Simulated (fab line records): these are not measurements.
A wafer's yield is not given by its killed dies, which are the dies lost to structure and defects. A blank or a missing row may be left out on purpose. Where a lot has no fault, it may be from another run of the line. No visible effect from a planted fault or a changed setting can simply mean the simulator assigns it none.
fab line records | flow n5Finfet
record: lots: 7 wafers: 21
route steps=1938 shown ZERO_LAYER@9 WELL_APT@21 FIN_SAQP@109 SD_EPI_N@262
startH: hours from the record's opening day to when the first of the lot's shown wafers began | waitH: time in hours since the lot's previous step | " the same as in the row above | L1.1+2: several wafers, shown together as one row | - either no value or no given start | * or withheld: withheld | < > ~ a bound
route shown NAME@n: names a module that has steps shown in the file, with the first one's number in the route | usual: mean/standard deviation of fault-free wafers | same: alike in all rows | chamber/n: place in a boat | sites: per-site readings | _std_site: the values' standard deviation | _edge_site: inner sites' mean taken away from outer sites' mean | radiusMm: how far each site lies from the wafer's centre | mask NAME#n: copy n | behind: the tool/chamber that last shaped the wafer | hold: why the lot went on hold/how many hours it stayed there/how the hold came to an end | device: whichever transistor did not switch (one of n, p or np) | end of line: tests of these same wafers at the route's end | a step without rows: its recipe alone | killed: not the wafer's yield, but the dies lost to structure and defects at the first sort | map: per-die view of a wafer (x killed, . not killed, _ where there is no die)
set.NAME: setting as actually run; set.NAME@STEP: the setting as run at that earlier step | model.NAME: the simulator's own value behind a step, which no gauge read
one table per step and one row per wafer, for lots whose settings were changed on purpose
== steps ==
step: N5_ZERO_LAYER_EXPOSE_08
recipe: maskId: ZERO na: 0.55 sourceShape: conventional sigmaOuter: 0.8 polarization: unpolarized defocusNm: 0 targetCdNm: 2000 doseMj: 16.2
columns lot.wafer tool chamber startH waitH mask set.doseMj
L074.1 krfScanner-01 0 12.49 - ZERO#0 15.42
L074.2+4 " 0 " " ZERO#0 16.2
L076.1+3 krfScanner-02 0 24.61 - ZERO#0 16.2
L076.4 " 0 " " ZERO#0 17.3
L078.2+4 krfScanner-02 0 36.47 - ZERO#0 16.2
L078.3 " 0 " " ZERO#0 15.38
L082.3 krfScanner-02 0 60.66 - ZERO#0 16.2
L082.5+6 " 0 " " ZERO#0 15.05
L089.1+5 krfScanner-01 0 102.59 - ZERO#0 16.2
L089.2 " 0 " " ZERO#0 17.13
L090.1+4+6 krfScanner-01 0 108.50 - ZERO#0 16.2
L094.2+4 krfScanner-01 0 132.78 - ZERO#0 14.99
L094.5 " 0 " " ZERO#0 16.2
step: N5_ZERO_LAYER_DEVELOP_10
recipe: developTimeS: 60 rinseLiquid: diw dry: airSpin devTempC: 21
columns lot.wafer tool chamber startH waitH set.developTimeS
L074.1+2+4 lithoTrack-02 0 - - 60
L076.1+3+4 lithoTrack-01 0 - - 60
L078.2+3+4 lithoTrack-01 0 - - 60
L082.3+5+6 lithoTrack-04 0 - - 60
L089.1+2+5 lithoTrack-01 0 - - 60
L090.1+4+6 lithoTrack-04 0 - - 60
L094.2+4 lithoTrack-02 0 - - 60
L094.5 " 0 " " 65.59
step: N5_ZERO_LAYER_HARDBAKE_23
recipe: tempC: 130 timeS: 120
step: N5_ZERO_LAYER_CD_MEAS_11
recipe: targetCdNm: 2000 landingEnergyEv: 500 detector: seInlens
usual: cdNm: 1999.7/1.9
columns lot.wafer tool chamber startH waitH set.doseMj@ZERO_LAYER_EXPOSE_08 cdNm
L074.1 cdSem-01 0 12.66 - 15.42 1990.1
L074.2 " 0 " " 16.2 1996.5
L074.4 " 0 " " 16.2 2000.2
L076.1 cdSem-02 0 24.79 - 16.2 1997.2
L076.3 " 0 " " 16.2 1999.3
L076.4 " 0 " " 17.3 2012.0
L078.2 cdSem-01 0 36.64 - 16.2 1997.7
L078.3 " 0 " " 15.38 1987.0
L078.4 " 0 " " 16.2 1998.0
L082.3 cdSem-01 0 60.83 - 16.2 1998.7
L082.5 " 0 " " 15.05 1987.3
L082.6 " 0 " " 15.05 1989.1
L089.1 cdSem-03 0 102.77 - 16.2 2001.1
L089.2 " 0 " " 17.13 2011.6
L089.5 " 0 " " 16.2 2001.3
L090.1 cdSem-01 0 108.68 - 16.2 1998.5
L090.4 " 0 " " 16.2 2000.9
L090.6 " 0 " " 16.2 2001.1
L094.2 cdSem-03 0 132.95 - 14.99 1984.1
L094.4 " 0 " " 14.99 1984.5
L094.5 " 0 " " 16.2 1999.6
step: N5_ZERO_LAYER_DESCUM_16
recipe: chemistry: O2 timeS: 7.9 sourcePowerW: 50 biasPowerW: 20 pressureMtorr: 20 rfFrequencyHz: 2.712e+07 tempC: 40 o2FlowSccm: 225
columns lot.wafer tool chamber startH waitH set.doseMj@ZERO_LAYER_EXPOSE_08 model.ZERO_LAYER.cdNm
L074.1 rieDiel-01 1 12.70 0.0 15.42 1990
L074.2 " 2 " " 16.2 1997
L074.4 " 2 " " 16.2 2000
L076.1 rieDiel-03 0 25.10 0.3 16.2 1998
L076.3 " 1 " " 16.2 1999
L076.4 " 3 " " 17.3 2012
L078.2 rieDiel-06 3 37.11 0.5 16.2 1998
L078.3 " 1 " " 15.38 1987
L078.4 " 3 " " 16.2 -
L082.3 rieDiel-06 1 61.03 0.2 16.2 1999
L082.5 " 0 " " 15.05 1988
L082.6 " 3 " " 15.05 1989
L089.1+5 rieDiel-03 1,0 102.80 0.0 16.2 2001
L089.2 " 2 " " 17.13 2011
L090.1 rieDiel-01 3 108.71 0.0 16.2 1998
L090.4+6 " 0,1 " " 16.2 2001
L094.2+4 rieDiel-06 3,2 132.99 0.0 14.99 1984
L094.5 " 2 " " 16.2 2000
step: N5_ZERO_LAYER_ETCH_17
recipe: chemistry: CF4 target: SiO2 targetDepthA: 120 timeS: 13.3 ionEnergyEv: 350 pressureMtorr: 40 sourceW: 450 biasW: 215 Ar_flow_sccm: 100 cf4FlowSccm: 100
columns lot.wafer tool chamber startH waitH set.doseMj@ZERO_LAYER_EXPOSE_08 model.ZERO_LAYER.cdNm
L074.1 rieDiel-01 1 12.74 0.0 15.42 1990
L074.2 " 2 " " 16.2 1997
L074.4 " 2 " " 16.2 2000
L076.1 rieDiel-03 0 25.14 0.0 16.2 1997
L076.3 " 1 " " 16.2 1999
L076.4 " 3 " " 17.3 2012
L078.2+4 rieDiel-06 3 37.14 0.0 16.2 1998
L078.3 " 1 " " 15.38 1987
L082.3 rieDiel-06 1 61.06 0.0 16.2 1999
L082.5 " 0 " " 15.05 1988
L082.6 " 3 " " 15.05 1989
L089.1+5 rieDiel-03 1,0 102.84 0.0 16.2 2001
L089.2 " 2 " " 17.13 2011
L090.1 rieDiel-01 3 108.75 0.0 16.2 1999
L090.4+6 " 0,1 " " 16.2 2001
L094.2+4 rieDiel-06 3,2 133.03 0.0 14.99 1984
L094.5 " 2 " " 16.2 2000
step: N5_WELL_APT_COAT_02
recipe: spinRpm: 1357 resistThkNm: 950
columns lot.wafer tool chamber startH waitH set.spinRpm model.coat_of_WELL_APT_COAT_02.thkNm
L074.1 lithoTrack-03 0 - - 1357 955.4
L074.2 " 0 " " 1401 938
L074.4 " 0 " " 1401 940
L076.1 lithoTrack-04 0 - - 1357 949.5
L076.3 " 0 " " 1460 918
L076.4 " 0 " " 1460 917.3
L078.2 lithoTrack-03 0 - - 1307 969.2
L078.3 " 0 " " 1357 954.2
L078.4 " 0 " " 1357 957.2
L082.3 lithoTrack-04 0 - - 1357 952.9
L082.5 " 0 " " 1357 947.5
L082.6 " 0 " " 1461 917
L089.1 lithoTrack-03 0 - - 1357 949
L089.2 " 0 " " 1357 948.1
L089.5 " 0 " " 1357 947.7
L090.1 lithoTrack-04 0 - - 1357 953.3
L090.4 " 0 " " 1357 950.1
L090.6 " 0 " " 1357 948.1
L094.2 lithoTrack-03 0 - - 1489 904.4
L094.4 " 0 " " 1357 947.9
L094.5 " 0 " " 1489 904.8
step: N5_WELL_APT_PEB_06
recipe: pebTempC: 130 pebTimeS: 90
columns lot.wafer tool chamber startH waitH set.pebTimeS
L074.1+2+4 lithoTrack-03 0 13.61 0.1 90
L076.1+3+4 lithoTrack-03 0 26.04 0.1 90
L078.2+3+4 lithoTrack-03 0 38.02 0.0 90
L082.3+5 lithoTrack-05 0 62.17 0.0 81.35
L082.6 " 0 " " 90
L089.1+2 lithoTrack-03 0 103.69 0.1 74.36
L089.5 " 0 " " 90
L090.1+4+6 lithoTrack-05 0 109.47 0.1 90
L094.2 lithoTrack-04 0 133.88 0.0 108.7
L094.4+5 " 0 " " 90
step: N5_WELL_APT_DEVELOP_07
recipe: developTimeS: 45 rinseLiquid: surfactantRinse dry: airSpin devTempC: 21
step: N5_WELL_APT_HARDBAKE_12
recipe: tempC: 130 timeS: 120
step: N5_WELL_APT_CD_MEAS_08
recipe: targetCdNm: 200 landingEnergyEv: 500 detector: seInlens
usual: cdNm: 200.1/1.9
columns lot.wafer tool chamber startH waitH set.pebTimeS@WELL_APT_PEB_06 cdNm
L074.1 cdSem-01 0 13.73 - 90 197.1
L074.2 " 0 " " 90 198.7
L074.4 " 0 " " 90 199.5
L076.1 cdSem-02 0 26.16 - 90 199.7
L076.3 " 0 " " 90 200.5
L076.4 " 0 " " 90 203.0
L078.2 cdSem-01 0 38.13 - 90 201.1
L078.3 " 0 " " 90 200.4
L078.4 " 0 " " 90 199.6
L082.3 cdSem-02 0 62.28 - 81.35 190.1
L082.5 " 0 " " 81.35 191.7
L082.6 " 0 " " 90 198.4
L089.1 cdSem-01 0 103.81 - 74.36 194.4
L089.2 " 0 " " 74.36 192.5
L089.5 " 0 " " 90 200.3
L090.1 cdSem-02 0 109.59 - 90 198.9
L090.4 " 0 " " 90 199.0
L090.6 " 0 " " 90 201.7
L094.2 cdSem-01 0 133.99 - 108.7 209.6
L094.4 " 0 " " 90 200.1
L094.5 " 0 " " 90 203.4
step: N5_WELL_APT_DESCUM_13
recipe: chemistry: O2 timeS: 7.9 sourcePowerW: 50 biasPowerW: 20 pressureMtorr: 20 rfFrequencyHz: 2.712e+07 tempC: 40 o2FlowSccm: 225
columns lot.wafer tool chamber startH waitH set.pebTimeS@WELL_APT_PEB_06 model.WELL_APT.cdNm
L074.1 rieDiel-05 3 13.90 0.1 90 197.1
L074.2 " 2 " " 90 198.6
L074.4 " 0 " " 90 199.3
L076.1 rieDiel-02 0 26.41 0.0 90 199.5
L076.3 " 1 " " 90 200.4
L076.4 " 1 " " 90 203.2
L078.2 rieDiel-04 3 38.34 0.2 90 201.2
L078.3 " 2 " " 90 200.5
L078.4 " 1 " " 90 199.8
L082.3 rieDiel-04 0 62.69 0.4 81.35 189.7
L082.5 " 3 " " 81.35 191.6
L082.6 " 0 " " 90 198.5
L089.1 rieDiel-05 1 103.92 0.1 74.36 194.2
L089.2 " 0 " " 74.36 192.6
L089.5 " 0 " " 90 200.4
L090.1 rieDiel-05 2 110.49 0.8 90 198.8
L090.4 " 0 " " 90 198.9
L090.6 " 0 " " 90 201.4
L094.2 rieDiel-04 0 134.20 0.1 108.7 209.5
L094.4 " 3 " " 90 200.2
L094.5 " 3 " " 90 203.5
step: N5_FIN_SAQP_PEB_14
recipe: pebTempC: withheld pebTimeS: 60 resist: CAR-ArF
columns lot.wafer tool chamber startH waitH set.pebTimeS
L074.1+2+4 lithoTrack-01 0 21.45 0.1 60
L076.1+4 lithoTrack-04 0 34.75 0.1 60
L076.3 " 0 " " 67.52
L078.2+3+4 lithoTrack-03 0 46.25 0.0 50.75
L082.3+6 lithoTrack-01 0 71.06 0.0 60
L082.5 " 0 " " 56.06
L089.1 lithoTrack-01 0 111.64 0.1 70.31
L089.2+5 " 0 " " 60
L090.1+4+6 lithoTrack-04 0 118.14 0.1 60
L094.2+4+5 lithoTrack-04 0 141.99 0.0 60
step: N5_FIN_SAQP_DEVELOP_15
recipe: developTimeS: 30 developer: TMAH resist: CAR-ArF devTempC: 23 rinseLiquid: diw dry: airSpin
columns lot.wafer tool chamber startH waitH set.developTimeS
L074.1+2+4 lithoTrack-01 0 - - 30
L076.1+3 lithoTrack-04 0 - - 30
L076.4 " 0 " " 26.5
L078.2+3 lithoTrack-03 0 - - 27.12
L078.4 " 0 " " 30
L082.3+5+6 lithoTrack-01 0 - - 32.76
L089.1+2 lithoTrack-01 0 - - 36.16
L089.5 " 0 " " 30
L090.1+4+6 lithoTrack-04 0 - - 30
L094.2+4+5 lithoTrack-04 0 - - 30
step: N5_FIN_SAQP_CD_MEAS_16
recipe: targetCdNm: 35.6 landingEnergyEv: 500 detector: seInlens
usual: cdNm: 35.6/0.33
columns lot.wafer tool chamber startH waitH set.pebTimeS@FIN_SAQP_PEB_14 cdNm
L074.1 cdSem-01 0 21.52 - 60 35.1
L074.2 " 0 " " 60 35.5
L074.4 " 0 " " 60 35.5
L076.1 cdSem-02 0 34.82 - 60 34.9
L076.3 " 0 " " 67.52 33.4
L076.4 " 0 " " 60 36.2
L078.2 cdSem-01 0 46.32 - 50.75 39.2
L078.3 " 0 " " 50.75 38.6
L078.4 " 0 " " 50.75 38.5
L082.3 cdSem-01 0 71.13 - 60 35.1
L082.5 " 0 " " 56.06 37.0
L082.6 " 0 " " 60 35.1
L089.1 cdSem-02 0 111.71 - 70.31 33.4
L089.2 " 0 " " 60 35.2
L089.5 " 0 " " 60 35.6
L090.1 cdSem-01 0 118.21 - 60 35.3
L090.4 " 0 " " 60 35.5
L090.6 " 0 " " 60 35.9
L094.2 cdSem-03 0 142.06 - 60 35.5
L094.4 " 0 " " 60 35.2
L094.5 " 0 " " 60 36.0
step: N5_FIN_SAQP_ETCH_69
recipe: chemistry: N2/H2 target: SOC targetDepthA: 1500 stopOn: SiNx ionEnergyEv: 100 biasW: 61 pressureMtorr: 30 sourceW: 850 n2FlowSccm: 200 h2FlowSccm: 200
columns lot.wafer tool chamber startH waitH set.targetDepthA model.SOC_of_FIN_SAQP_COAT_68.thkNm
L074.1+4 rieDiel-02 0,3 25.32 - 1627 0
L074.2 " 2 " " 1500 3
L076.1+4 rieDiel-05 1,0 37.79 - 1675 0
L076.3 " 3 " " 1500 8.8
L078.2 rieDiel-04 1 49.14 - 1500 5.2
L078.3 " 3 " " 1632 1
L078.4 " 0 " " 1632 0
L082.3+6 rieDiel-05 0 74.83 - 1388 12.6
L082.5 " 3 " " 1500 9.2
L089.1 rieDiel-02 2 114.80 - 1406 10.4
L089.2 " 3 " " 1500 5
L089.5 " 1 " " 1406 10.8
L090.1 rieDiel-05 2 121.22 - 1500 5.6
L090.4 " 1 " " 1500 7.6
L090.6 " 2 " " 1500 4.8
L094.2 rieDiel-05 3 144.96 - 1500 6.6
L094.4 " 0 " " 1371 13.6
L094.5 " 1 " " 1371 15.2
step: N5_SD_EPI_N_COAT_32
recipe: resist: SOC tempC: 250 timeS: 60 spinRpm: 1500 resistThkNm: 350
columns lot.wafer tool chamber startH waitH set.spinRpm model.SOC_of_SD_EPI_N_COAT_32.thkNm
L074.1 lithoTrack-03 0 49.37 0.0 1500 350.4
L074.2 " 0 " " 1500 350
L074.4 " 0 " " 1500 351.2
L076.1 lithoTrack-04 0 61.04 0.0 1412 361.2
L076.3 " 0 " " 1500 350.2
L076.4 " 0 " " 1412 360.8
L078.2 lithoTrack-05 0 72.02 0.0 1345 371.2
L078.3 " 0 " " 1500 352.2
L078.4 " 0 " " 1500 351.4
L082.3 lithoTrack-04 0 102.14 0.0 1500 350.8
L082.5 " 0 " " 1664 331.8
L082.6 " 0 " " 1664 331.4
L089.1 lithoTrack-03 0 139.60 0.0 1394 362.4
L089.2 " 0 " " 1500 350.2
L089.5 " 0 " " 1394 363.4
L090.1 lithoTrack-05 0 144.07 0.0 1500 351
L090.4 " 0 " " 1500 350
L090.6 " 0 " " 1500 349.8
L094.2 lithoTrack-04 0 169.65 0.0 1500 348
L094.4 " 0 " " 1500 349.2
L094.5 " 0 " " 1606 337.6
step: N5_SD_EPI_N_PEB_07
recipe: pebTempC: 110 pebTimeS: 60 resist: CAR-ArF-block
columns lot.wafer tool chamber startH waitH set.pebTimeS
L074.1 lithoTrack-04 0 49.67 0.1 66.66
L074.2+4 " 0 " " 60
L076.1 lithoTrack-03 0 61.34 0.1 60
L076.3+4 " 0 " " 68.95
L078.2+3 lithoTrack-03 0 72.32 0.0 60
L078.4 " 0 " " 51.81
L082.3+5 lithoTrack-04 0 102.44 0.0 60
L082.6 " 0 " " 55.26
L089.1+5 lithoTrack-04 0 139.90 0.1 60
L089.2 " 0 " " 66.58
L090.1+4+6 lithoTrack-03 0 144.37 0.1 60
L094.2 lithoTrack-05 0 169.82 0.0 64.37
L094.4+5 " 0 " " 60
step: N5_SD_EPI_N_DEVELOP_08
recipe: developTimeS: 30 developer: TMAH resist: CAR-ArF-block devTempC: 23 rinseLiquid: diw dry: airSpin
step: N5_SD_EPI_N_CD_MEAS_09
recipe: targetCdNm: 120 landingEnergyEv: 500 detector: seInlens
usual: cdNm: 120.2/0.75
columns lot.wafer tool chamber startH waitH set.pebTimeS@SD_EPI_N_PEB_07 cdNm
L074.1 cdSem-01 0 49.74 - 66.66 123.3
L074.2 " 0 " " 60 120.6
L074.4 " 0 " " 60 119.7
L076.1 cdSem-03 0 61.41 - 60 120.0
L076.3 " 0 " " 68.95 124.3
L076.4 " 0 " " 68.95 123.9
L078.2 cdSem-01 0 72.38 - 60 120.0
L078.3 " 0 " " 60 119.8
L078.4 " 0 " " 51.81 113.8
L082.3 cdSem-03 0 102.51 - 60 120.2
L082.5 " 0 " " 60 120.7
L082.6 " 0 " " 55.26 117.7
L089.1 cdSem-02 0 139.97 - 60 119.7
L089.2 " 0 " " 66.58 123.3
L089.5 " 0 " " 60 119.5
L090.1 cdSem-02 0 144.44 - 60 121.4
L090.4 " 0 " " 60 121.5
L090.6 " 0 " " 60 120.7
L094.2 cdSem-03 0 169.89 - 64.37 122.9
L094.4 " 0 " " 60 119.3
L094.5 " 0 " " 60 120.4
step: N5_SD_EPI_N_DESCUM_14
recipe: chemistry: O2 timeS: 7.9 sourcePowerW: 50 biasPowerW: 20 pressureMtorr: 20 rfFrequencyHz: 2.712e+07 tempC: 40 resist: CAR-ArF-block o2FlowSccm: 225
columns lot.wafer tool chamber startH waitH set.pebTimeS@SD_EPI_N_PEB_07 model.SD_EPI_N.cdNm
L074.1 rieDiel-05 2 50.16 0.4 66.66 123.2
L074.2 " 3 " " 60 -
L074.4 " 1 " " 60 119.8
L076.1 rieDiel-05 1 61.50 0.0 60 119.6
L076.3 " 3 " " 68.95 124.2
L076.4 " 0 " " 68.95 123.8
L078.2 rieDiel-05 1 72.88 0.4 60 119.4
L078.3 " 3 " " 60 119.6
L078.4 " 0 " " 51.81 114
L082.3 rieDiel-02 2 102.70 0.1 60 120.4
L082.5 " 1 " " 60 120.8
L082.6 " 0 " " 55.26 118.2
L089.1 rieDiel-02 1 140.05 0.0 60 120
L089.2 " 2 " " 66.58 123.2
L089.5 " 3 " " 60 119.4
L090.1 rieDiel-02 3 144.53 0.0 60 121.4
L090.4 " 1 " " 60 121.2
L090.6 " 2 " " 60 120.6
L094.2 rieDiel-02 3 170.06 0.1 64.37 123.2
L094.4 " 3 " " 60 119.4
L094.5 " 2 " " 60 120.4
step: N5_SD_EPI_N_ETCH_34
recipe: chemistry: CF4 target: SiARC targetDepthA: 455 maskMaterial: CAR-ArF-block timeS: 75.8 ionEnergyEv: 80 pressureMtorr: 40 sourceW: 545 biasW: 36 Ar_flow_sccm: 100 cf4FlowSccm: 100 ends: cleared
columns lot.wafer tool chamber startH waitH set.pebTimeS@SD_EPI_N_PEB_07 model.SD_EPI_N.cdNm
L074.1 rieDiel-05 2 50.20 0.0 66.66 123.2
L074.2 " 3 " " 60 120.6
L074.4 " 1 " " 60 119.8
L076.1 rieDiel-05 1 61.53 0.0 60 119.6
L076.3 " 3 " " 68.95 124
L076.4 " 0 " " 68.95 123.6
L078.2 rieDiel-05 1 72.92 0.0 60 119.4
L078.3 " 3 " " 60 119.2
L078.4 " 0 " " 51.81 114
L082.3 rieDiel-02 2 102.74 0.0 60 120.8
L082.5 " 1 " " 60 121.2
L082.6 " 0 " " 55.26 118.6
L089.1 rieDiel-02 1 140.09 0.0 60 120
L089.2 " 2 " " 66.58 123.2
L089.5 " 3 " " 60 119.2
L090.1+4 rieDiel-02 3,1 144.56 0.0 60 121.2
L090.6 " 2 " " 60 120.8
L094.2 rieDiel-02 3 170.10 0.0 64.37 123.2
L094.4 " 3 " " 60 119.4
L094.5 " 2 " " 60 120.6
step: N5_SD_EPI_N_ETCH_35
recipe: chemistry: N2/H2 target: SOC overetchA: 1080 maskMaterial: SiARC tempC: 40 ionEnergyEv: 100 sourceW: 3000 biasW: 133 pressureMtorr: 20 timeS: 486 n2FlowSccm: 200 h2FlowSccm: 200
step: N5_SD_EPI_N_STRIP_36
recipe: chemistry: N2/H2 tempC: 40 n2FlowSccm: 200 h2FlowSccm: 200 rfFrequencyHz: 6e+07
step: N5_SD_EPI_N_ETCHBACK_44
recipe: chemistry: CH3F/O2 mode: anisotropicEtchback target: SiNx targetDepthA: 145 stopOn: SiO2 overEtchFrac: 0.3 ionEnergyEv: 120 pressureMtorr: 30 sourceW: 395 biasW: 73 Ar_flow_sccm: 150 CH3F_flow_sccm: 30 O2_flow_sccm: 20
columns lot.wafer tool chamber startH waitH set.pebTimeS@SD_EPI_N_PEB_07 model.SD_EPI_N.cdNm
L074.1 rieDiel-05 2 50.58 0.0 66.66 121.4
L074.2 " 3 " " 60 120.2
L074.4 " 1 " " 60 117.8
L076.1 rieDiel-05 1 61.91 0.0 60 118.6
L076.3 " 3 " " 68.95 124.2
L076.4 " 0 " " 68.95 126.6
L078.2 rieDiel-05 1 73.30 0.0 60 117.4
L078.3 " 3 " " 60 119.2
L078.4 " 0 " " 51.81 116.2
L082.3 rieDiel-02 2 103.12 0.0 60 121.4
L082.5 " 1 " " 60 121.2
L082.6 " 0 " " 55.26 118.4
L089.1 rieDiel-02 1 140.47 0.0 60 119.8
L089.2 " 2 " " 66.58 124.2
L089.5 " 3 " " 60 119
L090.1+6 rieDiel-02 3,2 144.95 0.0 60 122
L090.4 " 1 " " 60 121.4
L094.2 rieDiel-02 3 170.48 0.0 64.37 122.6
L094.4 " 3 " " 60 119.4
L094.5 " 2 " " 60 121.2
== key ==
split: step: N5_ZERO_LAYER_EXPOSE_08 setting: doseMj stated: 16.2 by: wafer
response: step: N5_ZERO_LAYER_CD_MEAS_11 reading: cdNm change: +1.87 per: 1% r: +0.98
response: step: N5_ZERO_LAYER_DESCUM_16 reading: model.ZERO_LAYER.cdNm change: +1.84 per: 1% r: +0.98
response: step: N5_ZERO_LAYER_ETCH_17 reading: model.ZERO_LAYER.cdNm change: +1.86 per: 1% r: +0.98
split: step: N5_ZERO_LAYER_DEVELOP_10 setting: developTimeS stated: 60 by: wafer
response none clear
split: step: N5_WELL_APT_COAT_02 setting: spinRpm stated: 1357 by: wafer
response: step: N5_WELL_APT_COAT_02 reading: model.coat_of_WELL_APT_COAT_02.thkNm change: -4.34 per: 1% r: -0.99
split: step: N5_WELL_APT_PEB_06 setting: pebTimeS stated: 90 by: wafer
response: step: N5_WELL_APT_CD_MEAS_08 reading: cdNm change: +0.429 per: 1% r: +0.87
response: step: N5_WELL_APT_DESCUM_13 reading: model.WELL_APT.cdNm change: +0.432 per: 1% r: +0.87
split: step: N5_FIN_SAQP_PEB_14 setting: pebTimeS stated: 60 by: wafer
response: step: N5_FIN_SAQP_CD_MEAS_16 reading: cdNm change: -0.148 per: 1% r: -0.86
split: step: N5_FIN_SAQP_DEVELOP_15 setting: developTimeS stated: 30 by: wafer
response none clear
split: step: N5_FIN_SAQP_ETCH_69 setting: targetDepthA stated: 1500 by: wafer
response: step: N5_FIN_SAQP_ETCH_69 reading: model.SOC_of_FIN_SAQP_COAT_68.thkNm change: -0.654 per: 1% r: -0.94
split: step: N5_SD_EPI_N_COAT_32 setting: spinRpm stated: 1500 by: wafer
response: step: N5_SD_EPI_N_COAT_32 reading: model.SOC_of_SD_EPI_N_COAT_32.thkNm change: -1.78 per: 1% r: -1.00
split: step: N5_SD_EPI_N_PEB_07 setting: pebTimeS stated: 60 by: wafer
response: step: N5_SD_EPI_N_CD_MEAS_09 reading: cdNm change: +0.345 per: 1% r: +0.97
response: step: N5_SD_EPI_N_DESCUM_14 reading: model.SD_EPI_N.cdNm change: +0.34 per: 1% r: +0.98
response: step: N5_SD_EPI_N_ETCH_34 reading: model.SD_EPI_N.cdNm change: +0.326 per: 1% r: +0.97
response: step: N5_SD_EPI_N_ETCHBACK_44 reading: model.SD_EPI_N.cdNm change: +0.324 per: 1% r: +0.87
